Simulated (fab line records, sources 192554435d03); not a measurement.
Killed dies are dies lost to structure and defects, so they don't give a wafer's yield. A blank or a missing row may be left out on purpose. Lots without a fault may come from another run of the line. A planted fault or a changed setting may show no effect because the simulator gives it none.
Which tool did it? | flow n5_finfet | 11 lots, 32 wafers sampled, at 3 steps of a route of 1938

WHAT THE GAUGES READ, wafer by wafer
N5_BEOL_M11_INSPECT_13: inspects for defects (brightfield).
lot  | measured     | on                | raw_defect_count
L237 | day 9 20:46  | defect_inspect-02 | 560 587 558
L241 | day 10 23:45 | defect_inspect-01 | 364 386 351
L243 | day 11 22:56 | defect_inspect-01 | 209 342 365
L247 | day 12 13:50 | defect_inspect-01 | 316 395 262
L248 | day 12 23:09 | defect_inspect-01 | 339 313 318
L249 | day 13 02:32 | defect_inspect-02 | 415 331 329
L251 | day 13 21:23 | defect_inspect-02 | 561 365
L254 | day 14 11:05 | defect_inspect-02 | 610 441 440
L256 | day 14 13:25 | defect_inspect-01 | 280 398 305
L257 | day 15 07:29 | defect_inspect-01 | 455 358 418
L260 | day 16 00:23 | defect_inspect-02 | 443 395 416

N5_BEOL_M11_CD_MEAS_28: target cd 70 nm.
lot  | measured     | on        | cd_nm (nm)
L237 | day 9 23:18  | cd_sem-02 | 71.0 69.5 70.5
L241 | day 11 01:47 | cd_sem-03 | 66.7 68.2 69.9
L243 | day 12 01:08 | cd_sem-01 | 70.0 68.8 69.4
L247 | day 12 18:39 | cd_sem-03 | 70.4 70.4 71.2
L248 | day 13 00:36 | cd_sem-01 | 69.9 71.2 70.3
L249 | day 13 03:34 | cd_sem-03 | 68.7 69.6 68.5
L251 | day 14 00:07 | cd_sem-01 | 71.1 70.5
L254 | day 14 12:31 | cd_sem-02 | 69.7 70.7 69.2
L256 | day 14 14:25 | cd_sem-01 | 69.5 70.9 70.1
L257 | day 15 09:28 | cd_sem-02 | 68.1 68.7 69.7
L260 | day 16 02:15 | cd_sem-02 | 68.5 68.3 68.7

WHICH TOOL RAN EACH LOT (tool, then ch and the chambers of the sampled wafers, then the start)
lot  | N5_BEOL_M11_STRIP_67
L237 | rie_diel-02 ch 1,2,3, day 9 21:02
L241 | rie_diel-04 ch 1,2,3, day 11 00:34
L243 | rie_diel-05 ch 0,2,3, day 11 23:22
L247 | rie_diel-05 ch 0,3, day 12 15:17
L248 | rie_diel-02 ch 1,2, day 12 23:41
L249 | rie_diel-05 ch 0,2,3, day 13 02:48
L251 | rie_diel-04 ch 0,1, day 13 22:13
L254 | rie_diel-05 ch 2,3, day 14 11:21
L256 | rie_diel-04 ch 0,1,2, day 14 13:50
L257 | rie_diel-05 ch 1,2,3, day 15 07:51
L260 | rie_diel-04 ch 0,3, day 16 00:40
- N5_BEOL_M11_STRIP_67: strips in CF4.

WHAT THE TOOLS THEMSELVES READ (means of the sampled wafers that have a number; where no wafer has one, the mark that the record gives instead)
N5_BEOL_M11_STRIP_67.
lot  | tool        | drypump_motor_current_A (A) | oes_product_au (a.u.) | power_w (W) | rf_vpp_V (V) | showerhead_plenum_p_Torr (Torr) | throttle_valve_pct (%)
L237 | rie_diel-02 | 6.0                         | 0.73                  | 299.4       | 271.9        | 1.79                            | 13.73
L241 | rie_diel-04 | 5.6                         | 0.84                  | 299.7       | 270.7        | 1.78                            | 13.42
L243 | rie_diel-05 | 5.8                         | 0.76                  | 300.1       | 272.0        | 1.81                            | 13.69
L247 | rie_diel-05 | 6.0                         | 0.78                  | 299.2       | 270.9        | 1.80                            | 13.78
L248 | rie_diel-02 | 6.2                         | 0.72                  | 300.2       | 271.6        | 1.81                            | 13.86
L249 | rie_diel-05 | 5.8                         | 0.74                  | 299.6       | 271.0        | 1.81                            | 13.72
L251 | rie_diel-04 | 5.2                         | 0.76                  | 299.6       | 270.4        | 1.77                            | 13.71
L254 | rie_diel-05 | 5.6                         | 0.71                  | 299.6       | 271.7        | 1.80                            | 13.67
L256 | rie_diel-04 | 5.5                         | 0.74                  | 299.9       | 271.4        | 1.76                            | 13.77
L257 | rie_diel-05 | 5.9                         | 0.78                  | 299.7       | 271.5        | 1.81                            | 13.55
L260 | rie_diel-04 | 5.2                         | 0.76                  | 298.9       | 268.9        | 1.72                            | 13.57

THE ANSWER, worked out from the rows above alone
Rule: what is usual is taken from the lots themselves. Put in order of their means at a reading, lots are off if they are a third of the lots or fewer, leave a main group of 4 or more, and stand apart from it by a gap of 3 or more times the standard deviation of the main group's means; of several such gaps the widest counts. A main group whose means are all the same, to the digits that the tables above print for the reading, isn't used. A lot without any number at a reading at which 4 lots or more have one is off too. The other lots that the step has rows for count as sound. The gauges are gone through in route order, then the tools' own readings, and for those a lot's mean is taken as printed above. The first step at which some lot is off is used, and at that step the reading that is off furthest; a lot without a number counts as furthest.
No lot is off at any reading shown: from this, nothing can be told.

WHAT THE SIMULATOR HAD PUT IN
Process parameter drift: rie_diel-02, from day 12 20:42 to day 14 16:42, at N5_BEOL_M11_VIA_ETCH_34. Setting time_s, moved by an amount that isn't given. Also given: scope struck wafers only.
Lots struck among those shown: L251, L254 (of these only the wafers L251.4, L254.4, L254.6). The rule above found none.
